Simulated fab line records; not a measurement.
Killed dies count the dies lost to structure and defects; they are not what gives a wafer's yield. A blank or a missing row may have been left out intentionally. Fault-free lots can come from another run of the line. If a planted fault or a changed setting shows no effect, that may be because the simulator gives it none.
fab line records ; flow n5Finfet
record lots=10; wafers=30; lastDay=19
route steps=1938 shown BEOL_M1@827 BEOL_M2@864 BEOL_M4@1111 PASSIVATION@1936
lots that met no fault: from a run of the same line without faults
startH: the number of hours between the record's first day and the start of the first shown wafer of the lot ; waitH: hours from the lot's prior step to this one ; " as in the row above ; L1.1+2: one row covering several wafers at once ; - either no value or no given start ; * or withheld: withheld ; < > ~ a bound
route shown NAME@n: NAME is a module with steps in the file, n the number in the route of the first one ; usual: mean/standard deviation of fault-free wafers ; same: alike in all rows ; chamber/n: place in a boat ; sites: each site's reading ; _std_site: standard deviation of those values ; _edge_site: the outer-site mean with the inner-site mean subtracted ; radiusMm: how far each site lies from the wafer's centre ; mask NAME#n: copy n ; behind: the last tool/chamber to shape the wafer ; hold: cause of the lot's hold/its duration in hours/its outcome ; device: which transistor (n, p or np) failed to switch ; end of line: tests of these same wafers at the route's end ; for a step that has no rows: nothing shown but its recipe ; killed: dies that structure and defects cost at the first sort, which is not the same as the wafer's yield ; map: the dies of a wafer, with x for killed, . for not killed, _ for no die there
set.NAME: the run value of the setting; set.NAME@STEP: its run value at that earlier step ; model.NAME: the simulator's own value behind a step, which no gauge read
a sample of lots followed through the steps of the route, with each step as a table and each wafer as a row
services: from which hour (startH, from the record's first day; less than 0 if before it) a tool's chamber was out of use, for how many hours, and why
## steps
# step N5_BEOL_M1_ANNEAL_93
# recipe tempC=400; timeS=240; ambient=vacuum
# usual heaterPowerW=848/79
lot.wafer;tool;chamber;startH;waitH;heaterPowerW
L381.3;pvdSputter-01;-;130.00;0.0;909
L381.5;pvdSputter-01;-;130.00;0.0;927
L381.6;pvdSputter-01;-;130.00;0.0;901
L382.2;pvdSputter-03;-;131.48;0.0;776
L382.3;pvdSputter-03;-;131.48;0.0;821
L382.5;pvdSputter-03;-;131.48;0.0;756
L385.1;pvdSputter-03;-;156.68;0.0;877
L385.3;pvdSputter-03;-;156.68;0.0;784
L385.4;pvdSputter-03;-;156.68;0.0;769
L388.1;pvdSputter-01;-;167.21;0.0;986
L388.2;pvdSputter-01;-;167.21;0.0;927
L388.5;pvdSputter-01;-;167.21;0.0;929
L390.1;pvdSputter-03;-;189.01;0.0;881
L390.2;pvdSputter-03;-;189.01;0.0;765
L390.3;pvdSputter-03;-;189.01;0.0;784
L399.2;pvdSputter-01;-;243.07;0.0;929
L399.3;pvdSputter-01;-;243.07;0.0;916
L399.6;pvdSputter-01;-;243.07;0.0;924
L400.1;pvdSputter-03;-;257.24;0.0;765
L400.3;pvdSputter-03;-;257.24;0.0;830
L400.5;pvdSputter-03;-;257.24;0.0;838
L401.1;pvdSputter-03;-;266.68;0.0;773
L401.2;pvdSputter-03;-;266.68;0.0;823
L401.5;pvdSputter-03;-;266.68;0.0;883
L402.1;pvdSputter-03;-;270.78;0.0;771
L402.4;pvdSputter-03;-;270.78;0.0;883
L402.6;pvdSputter-03;-;270.78;0.0;826
L403.1;pvdSputter-02;-;273.84;0.0;845
L403.3;pvdSputter-02;-;273.84;0.0;740
L403.4;pvdSputter-02;-;273.84;0.0;714
# step N5_BEOL_M1_RS_MEAS_58
# recipe thkMeasGauge=four-point-probe; reads=Co_of_BEOL_M1_CO_CAP_55+Cu_of_BEOL_M1_ECD_50+Co_of_BEOL_M1_CVD_47+TaN_of_BEOL_M1_ALD_84
# usual M1_RS=0.67/0.032
lot.wafer;tool;chamber;startH;waitH;M1_RS[ohm/sq]
L381.3;filmMetro-02;-;131.43;0.1;0.68
L381.5;filmMetro-02;-;131.43;0.1;0.63
L381.6;filmMetro-02;-;131.43;0.1;0.62
L382.2;filmMetro-01;-;133.13;0.1;0.64
L382.3;filmMetro-01;-;133.13;0.1;0.67
L382.5;filmMetro-01;-;133.13;0.1;0.59
L385.1;filmMetro-01;-;158.09;0.0;0.71
L385.3;filmMetro-01;-;158.09;0.0;0.69
L385.4;filmMetro-01;-;158.09;0.0;0.70
L388.1;filmMetro-01;-;168.85;0.0;0.69
L388.2;filmMetro-01;-;168.85;0.0;0.74
L388.5;filmMetro-01;-;168.85;0.0;0.66
L390.1;filmMetro-01;-;190.41;0.0;0.67
L390.2;filmMetro-01;-;190.41;0.0;0.69
L390.3;filmMetro-01;-;190.41;0.0;0.68
L399.2;filmMetro-02;-;244.48;0.1;0.72
L399.3;filmMetro-02;-;244.48;0.1;0.67
L399.6;filmMetro-02;-;244.48;0.1;0.69
L400.1;filmMetro-02;-;258.65;0.0;0.69
L400.3;filmMetro-02;-;258.65;0.0;0.73
L400.5;filmMetro-02;-;258.65;0.0;0.67
L401.1;filmMetro-02;-;268.09;0.0;0.64
L401.2;filmMetro-02;-;268.09;0.0;0.71
L401.5;filmMetro-02;-;268.09;0.0;0.68
L402.1;filmMetro-01;-;272.19;0.0;0.70
L402.4;filmMetro-01;-;272.19;0.0;0.64
L402.6;filmMetro-01;-;272.19;0.0;0.64
L403.1;filmMetro-02;-;275.28;0.1;0.68
L403.3;filmMetro-02;-;275.28;0.1;0.64
L403.4;filmMetro-02;-;275.28;0.1;0.67
# step N5_BEOL_M1_INSPECT_59
# recipe inspectInstrument=darkfield; mode=postDep
# usual rawDefectCount=81/27
lot.wafer;tool;chamber;startH;waitH;rawDefectCount
L381.3;defectInspect-02;-;131.46;0.0;104
L381.5;defectInspect-02;-;131.46;0.0;78
L381.6;defectInspect-02;-;131.46;0.0;46
L382.2;defectInspect-02;-;133.15;0.0;71
L382.3;defectInspect-02;-;133.15;0.0;101
L382.5;defectInspect-02;-;133.15;0.0;106
L385.1;defectInspect-01;-;158.11;0.0;56
L385.3;defectInspect-01;-;158.11;0.0;63
L385.4;defectInspect-01;-;158.11;0.0;102
L388.1;defectInspect-01;-;168.88;0.0;74
L388.2;defectInspect-01;-;168.88;0.0;119
L388.5;defectInspect-01;-;168.88;0.0;100
L390.1;defectInspect-01;-;190.44;0.0;73
L390.2;defectInspect-01;-;190.44;0.0;77
L390.3;defectInspect-01;-;190.44;0.0;114
L399.2;defectInspect-01;-;244.50;0.0;86
L399.3;defectInspect-01;-;244.50;0.0;62
L399.6;defectInspect-01;-;244.50;0.0;96
L400.1;defectInspect-02;-;258.67;0.0;51
L400.3;defectInspect-02;-;258.67;0.0;90
L400.5;defectInspect-02;-;258.67;0.0;45
L401.1;defectInspect-01;-;268.12;0.0;28
L401.2;defectInspect-01;-;268.12;0.0;62
L401.5;defectInspect-01;-;268.12;0.0;30
L402.1;defectInspect-01;-;272.22;0.0;95
L402.4;defectInspect-01;-;272.22;0.0;71
L402.6;defectInspect-01;-;272.22;0.0;98
L403.1;defectInspect-01;-;275.30;0.0;89
L403.3;defectInspect-01;-;275.30;0.0;90
L403.4;defectInspect-01;-;275.30;0.0;86
# step N5_BEOL_M2_HM_OPEN_17
# recipe chemistry=Cl2/BCl3; targetDepthA=200; overetchA=60; target=TiN; maskMaterial=SOC; ionEnergyEv=150; pressureMtorr=10; icpW=1000; biasW=126; Cl2_flow_sccm=53.25; bcl3FlowSccm=21.75; Ar_flow_sccm=25
# usual biasW=126.1/0.37; drypumpMotorCurrentA=5.71/0.29; heBacksideLeakSccm=3.28/0.27; oesProductAu=0.61/0.091; throttleValvePct=22.23/0.12
lot.wafer;tool;chamber;startH;waitH;biasW;drypumpMotorCurrentA;heBacksideLeakSccm;oesProductAu;rfHoursCounterH;throttleValvePct
L381.3;rieMetal-01;1;133.42;0.1;126.1;5.68;3.40;0.57;-;22.12
L381.5;rieMetal-01;1;133.42;0.1;126.5;5.68;3.35;0.57;-;22.14
L381.6;rieMetal-01;0;133.42;0.1;125.9;5.55;3.15;0.53;-;22.41
L382.2;rieMetal-02;1;134.75;0.0;126.0;5.27;3.37;0.60;74;22.38
L382.3;rieMetal-02;0;134.75;0.0;125.8;5.63;3.39;0.55;-;22.44
L382.5;rieMetal-02;1;134.75;0.0;125.9;5.26;3.26;0.60;-;22.39
L385.1;rieMetal-03;0;159.73;0.0;125.6;6.37;3.33;0.59;65;22.24
L385.3;rieMetal-03;1;159.73;0.0;126.1;5.99;3.14;0.65;-;22.09
L385.4;rieMetal-03;0;159.73;0.0;125.2;6.37;3.26;0.60;-;22.23
L388.1;rieMetal-01;1;171.07;0.0;126.0;5.67;3.01;0.57;99;22.12
L388.2;rieMetal-01;0;171.07;0.0;126.2;5.57;3.21;0.53;130;22.42
L388.5;rieMetal-01;0;171.07;0.0;126.6;5.55;3.33;0.54;-;22.43
L390.1;rieMetal-01;1;191.54;0.0;125.8;5.69;3.26;0.57;99;22.09
L390.2;rieMetal-01;0;191.54;0.0;125.4;5.57;3.21;0.53;130;22.43
L390.3;rieMetal-01;1;191.54;0.0;126.0;5.69;3.43;0.55;-;22.14
L399.2;rieMetal-01;0;246.21;0.0;126.4;5.57;3.16;0.81;2;22.23
L399.3;rieMetal-01;1;246.21;0.0;125.5;5.65;3.33;0.55;-;22.14
L399.6;rieMetal-01;1;246.21;0.0;126.1;5.68;3.37;0.55;-;22.14
L400.1;rieMetal-01;0;261.45;0.0;126.3;5.54;3.03;0.82;3;22.24
L400.3;rieMetal-01;1;261.45;0.0;125.8;5.68;3.28;0.55;-;22.15
L400.5;rieMetal-01;0;261.45;0.0;126.1;5.56;3.01;0.80;-;22.24
L401.1;rieMetal-01;1;269.52;0.0;125.6;5.69;3.44;0.55;106;22.15
L401.2;rieMetal-01;0;269.52;0.0;126.0;5.56;3.11;0.80;4;22.22
L401.5;rieMetal-01;1;269.52;0.0;125.5;5.70;3.26;0.56;-;22.13
L402.1;rieMetal-01;0;273.48;0.0;126.1;5.56;3.12;0.80;5;22.23
L402.4;rieMetal-01;1;273.48;0.0;127.0;5.68;3.22;0.55;-;22.13
L402.6;rieMetal-01;0;273.48;0.0;125.8;5.57;2.99;0.80;-;22.23
L403.1;rieMetal-01;0;277.62;0.0;125.6;5.56;3.03;0.79;5;22.23
L403.3;rieMetal-01;1;277.62;0.0;126.2;5.67;3.51;0.55;-;22.13
L403.4;rieMetal-01;0;277.62;0.0;125.7;5.56;3.01;0.79;-;22.24
# step N5_BEOL_M2_INSPECT_30
# recipe mode=adi; inspectInstrument=brightfield
# usual rawDefectCount=459/97
lot.wafer;tool;chamber;startH;waitH;rawDefectCount
L381.3;defectInspect-02;-;133.99;0.0;360
L381.5;defectInspect-02;-;133.99;0.0;340
L381.6;defectInspect-02;-;133.99;0.0;341
L382.2;defectInspect-01;-;135.49;0.0;382
L382.3;defectInspect-01;-;135.49;0.0;374
L382.5;defectInspect-01;-;135.49;0.0;426
L385.1;defectInspect-01;-;160.45;0.1;387
L385.3;defectInspect-01;-;160.45;0.1;463
L385.4;defectInspect-01;-;160.45;0.1;492
L388.1;defectInspect-01;-;171.78;0.1;784
L388.2;defectInspect-01;-;171.78;0.1;573
L388.5;defectInspect-01;-;171.78;0.1;726
L390.1;defectInspect-01;-;192.13;0.1;1052
L390.2;defectInspect-01;-;192.13;0.1;399
L390.3;defectInspect-01;-;192.13;0.1;677
L399.2;defectInspect-02;-;246.91;0.0;540
L399.3;defectInspect-02;-;246.91;0.0;505
L399.6;defectInspect-02;-;246.91;0.0;563
L400.1;defectInspect-02;-;262.39;0.1;327
L400.3;defectInspect-02;-;262.39;0.1;466
L400.5;defectInspect-02;-;262.39;0.1;384
L401.1;defectInspect-01;-;270.11;0.1;373
L401.2;defectInspect-01;-;270.11;0.1;436
L401.5;defectInspect-01;-;270.11;0.1;437
L402.1;defectInspect-02;-;274.57;0.1;466
L402.4;defectInspect-02;-;274.57;0.1;301
L402.6;defectInspect-02;-;274.57;0.1;443
L403.1;defectInspect-02;-;278.21;0.1;655
L403.3;defectInspect-02;-;278.21;0.1;796
L403.4;defectInspect-02;-;278.21;0.1;474
# step N5_BEOL_M4_RC_MEAS_101
# usual DIBL_N=36.0/1.6; DIBL_P=35.8/2; IOFF_N=0.152/0.03; IOFF_P=0.20/0.031; ION_N=670/12; ION_P=459/7.4; SS_N=71.5/0.56; SS_P=73.2/0.64; VT_N=251/3.5; VT_P=-252/3.3
lot.wafer;tool;chamber;startH;waitH;DIBL_N[mV/V];DIBL_P[mV/V];IOFF_N[nA/um];IOFF_P[nA/um];ION_N[uA/um];ION_P[uA/um];SS_N[mV/dec];SS_P[mV/dec];VT_N[mV];VT_P[mV]
L381.3;prober-02;0;200.04;0.3;36.5;36.9;0.170;0.23;681;467;72.2;73.9;246;-247
L381.5;prober-02;0;200.04;0.3;36.4;36.1;0.159;0.22;664;457;72.2;73.9;251;-246
L381.6;prober-02;0;200.04;0.3;35.1;35.6;0.143;0.22;675;469;72.0;73.2;252;-246
L382.2;prober-02;0;203.82;0.2;36.7;35.8;0.154;0.20;674;462;72.0;73.0;251;-253
L382.3;prober-02;0;203.82;0.2;36.7;35.5;0.141;0.19;657;454;71.0;73.0;254;-254
L382.5;prober-02;0;203.82;0.2;33.5;31.3;0.101;0.15;650;450;71.0;72.1;255;-256
L385.1;prober-01;0;219.21;0.0;37.4;36.7;0.151;0.20;674;461;71.8;73.6;253;-252
L385.3;prober-01;0;219.21;0.0;35.9;35.6;0.125;0.18;656;455;71.3;73.2;255;-250
L385.4;prober-01;0;219.21;0.0;37.2;37.0;0.155;0.20;680;463;72.1;73.6;250;-253
L388.1;prober-01;0;241.38;0.0;33.4;30.6;0.099;0.15;645;449;70.3;71.7;256;-254
L388.2;prober-01;0;241.38;0.0;34.5;33.8;0.123;0.19;671;467;70.3;72.5;252;-251
L388.5;prober-01;0;241.38;0.0;36.9;35.4;0.152;0.20;662;460;72.2;73.3;249;-249
L390.1;prober-01;0;247.01;0.0;33.3;33.0;0.110;0.16;659;457;71.8;72.7;253;-254
L390.2;prober-01;0;247.01;0.0;34.2;35.2;0.129;0.19;661;457;71.1;73.3;252;-252
L390.3;prober-01;0;247.01;0.0;36.2;38.0;0.170;0.23;678;463;71.6;73.7;249;-247
L399.2;prober-02;0;294.19;0.2;35.6;35.8;0.151;0.20;687;469;71.3;73.7;250;-250
L399.3;prober-02;0;294.19;0.2;35.3;35.7;0.146;0.20;674;461;70.9;73.4;248;-251
L399.6;prober-02;0;294.19;0.2;36.1;35.7;0.150;0.20;673;459;71.2;72.6;249;-249
L402.1;prober-02;0;315.94;0.0;35.4;35.1;0.126;0.16;651;441;71.2;72.9;253;-254
L402.4;prober-02;0;315.94;0.0;35.7;37.0;0.139;0.18;671;461;71.3;73.1;253;-252
L402.6;prober-02;0;315.94;0.0;38.8;40.0;0.190;0.23;671;449;72.2;74.8;247;-251
L400.1;prober-02;0;317.40;0.0;35.8;34.9;0.155;0.19;680;462;71.8;72.8;249;-252
L400.3;prober-02;0;317.40;0.0;33.6;31.3;0.109;0.14;653;449;71.5;73.0;257;-256
L400.5;prober-02;0;317.40;0.0;34.9;33.4;0.135;0.17;674;463;71.9;72.8;250;-253
L401.1;prober-02;0;328.96;0.0;35.5;33.7;0.136;0.21;674;473;70.9;72.8;254;-250
L401.2;prober-02;0;328.96;0.0;36.1;34.1;0.144;0.21;661;459;71.4;73.5;251;-246
L401.5;prober-02;0;328.96;0.0;35.4;33.8;0.135;0.20;664;459;71.3;73.4;251;-247
L403.1;prober-01;0;342.77;0.0;35.3;36.1;0.156;0.23;681;467;71.0;73.7;248;-249
L403.3;prober-01;0;342.77;0.0;35.7;36.1;0.171;0.22;677;468;71.2;74.0;249;-250
L403.4;prober-01;0;342.77;0.0;37.0;37.1;0.177;0.23;676;465;71.9;74.4;251;-250
# step N5_PASSIVATION_PROBE_49
# usual defectLimitedYield=91.6/1.4; killed_at_M0_to_M3=33/10; killed_at_M4_up=13/5.3; killedAtContacts=13/5.9; killedAtFrontEnd=36/12; killedAtOther=4/3.1; killedDies=99/16; killedOnRim=13/4.2; killedOpen=65/13; killedShort=32/7.3; sort_bin_5_function=4.9/0.9; sort_bin_6_memory=3.1/0.66; sortNPass=1081/17; sortYieldPct=91.6/1.4
# same grossDies=1180; killedAtBackSide=0; sort_bin_4_leakage[%]=0; sort_bin_8_speed[%]=0
lot.wafer;tool;chamber;startH;waitH;defectLimitedYield[%];killed_at_M0_to_M3;killed_at_M4_up;killedAtContacts;killedAtFrontEnd;killedAtOther;killedDies;killedOnRim;killedOpen;killedShort;sort_bin_5_function[%];sort_bin_6_memory[%];sortNPass;sortYieldPct[%]
L388.1;prober-01;-;341.40;0.0;87.3;85;12;9;41;3;150;28;63;32;8.6;2.9;1030;87.3
L388.2;prober-01;-;341.45;0.1;90.8;28;8;14;40;18;108;11;69;36;6.0;3.1;1072;90.8
L388.5;prober-01;-;341.60;0.2;91.1;32;17;19;36;1;105;14;74;30;5.5;3.2;1075;91.1
L390.1;prober-01;-;350.02;0.0;87.6;87;12;10;36;1;146;30;46;31;6.9;4.0;1034;87.6
L390.2;prober-01;-;350.07;0.1;93.4;17;14;9;36;2;78;9;49;27;4.4;2.0;1102;93.4
L390.3;prober-01;-;350.12;0.1;88.2;82;6;11;39;1;139;28;48;31;8.1;2.5;1041;88.2
L400.1;prober-02;-;428.78;0.0;90.0;36;21;13;37;11;118;11;77;38;5.8;3.6;1062;90.0
# killed by level:class
L388.1 BEOL_M2:unspecified=54 BEOL_M3:geometricParticle:open=15 STI_FIN_REVEAL:geometricParticle:open=13 FIN_SAQP:geometricParticle:open=9 FIN_SAQP:geometricParticle:short=8 GATE_CUT:geometricParticle:short=5 MOL_CONTACT_COAG:geometricParticle:open=5 MOL_CONTACT_COAG:geometricParticle:short=4
L388.2 FIN_SAQP:geometricParticle:open=16 MOL_CONTACT_COAG:geometricParticle:open=9 BEOL_M0_SAQP:geometricParticle:open=9 STI_FIN_REVEAL:geometricParticle:open=8 PASS1_CAP:geometricParticle:open=6 MIM_BOT:geometricParticle:short=5 PASS1_CAP:geometricParticle:short=5 FIN_SAQP:geometricParticle:short=4
L388.5 MOL_CONTACT_COAG:geometricParticle:open=14 FIN_SAQP:geometricParticle:open=10 BEOL_M0_SAQP:geometricParticle:open=6 STI_FIN_REVEAL:geometricParticle:open=5 GATE_CUT:geometricParticle:open=5 MOL_CONTACT_COAG:geometricParticle:short=5 BEOL_M1:geometricParticle:open=5 BEOL_M4:geometricParticle:open=5
L390.1 BEOL_M2:unspecified=64 FIN_SAQP:geometricParticle:short=11 MOL_CONTACT_COAG:geometricParticle:open=7 BEOL_M0_SAQP:geometricParticle:open=7 BEOL_M0_SAQP:geometricParticle:short=7 STI_FIN_REVEAL:geometricParticle:open=6 BEOL_M2:geometricParticle:open=4 BEOL_M4:geometricParticle:open=4
L390.2 FIN_SAQP:geometricParticle:short=10 MOL_CONTACT_COAG:geometricParticle:open=9 FIN_SAQP:geometricParticle:open=6 GATE_CUT:geometricParticle:short=5 BEOL_M0_SAQP:geometricParticle:open=5 BEOL_M2:geometricParticle:open=5 BEOL_M4:geometricParticle:open=5 STI_FIN_REVEAL:geometricParticle:open=4
L390.3 BEOL_M2:unspecified=59 FIN_SAQP:geometricParticle:short=12 MOL_CONTACT_COAG:geometricParticle:open=10 FIN_SAQP:geometricParticle:open=6 DUMMY_GATE:geometricParticle:open=6 BEOL_M0_SAQP:geometricParticle:open=4 BEOL_M1:geometricParticle:open=4 DUMMY_GATE:geometricParticle:short=3
L400.1 FIN_SAQP:geometricParticle:short=10 MOL_CONTACT_COAG:geometricParticle:open=10 BEOL_M0_SAQP:geometricParticle:open=10 BEOL_M4:geometricParticle:open=8 STI_FIN_REVEAL:geometricParticle:open=6 BEOL_M2:geometricParticle:open=6 BEOL_M0:geometricParticle:open=4 ILD0:geometricParticle:short=4
## services
tool;chamber;startH;hours;kind
pvdSputter-03;-;108.25;5.5;repair
pvdSputter-01;-;143.59;5.2;repair
rieMetal-02;0;143.90;12.5;repair
rieMetal-03;1;164.51;4.8;repair
rieMetal-01;-;176.41;1.3;repair
rieMetal-01;0;193.49;-;clean
rieMetal-01;0;193.49;21.2;scheduledDown
rieMetal-01;0;193.49;21.2;ventCycle
rieMetal-01;-;236.50;1.4;pm
rieMetal-02;1;264.88;4.3;repair
rieMetal-02;-;274.27;0.4;repair
## key
firstSign step=N5_BEOL_M2_INSPECT_30; reading=rawDefectCount; direction=up; sigmas=3.9; usual=459; struck=838
effect step=N5_PASSIVATION_PROBE_49; reading=killed_at_M0_to_M3; direction=up; sigmas=5.1; usual=33; struck=85
moreKillsBornAt N5_BEOL_M2_HM_OPEN_17@rieMetal-01=177
metAt N5_BEOL_M2_HM_OPEN_17
struckLots L388,L390
struckWafers L388.1,L390.1,L390.3
notActingAt N5_BEOL_M1_ANNEAL_93,N5_BEOL_M1_RS_MEAS_58,N5_BEOL_M1_INSPECT_59
onsetBetween 133.42 171.07
fault kind=chamberParticleSource; tool=rieMetal-01; chamber=1; onsetH=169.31; steps=N5_BEOL_M2_HM_OPEN_17; ratePerVisitCm2=0.48815; endH=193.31
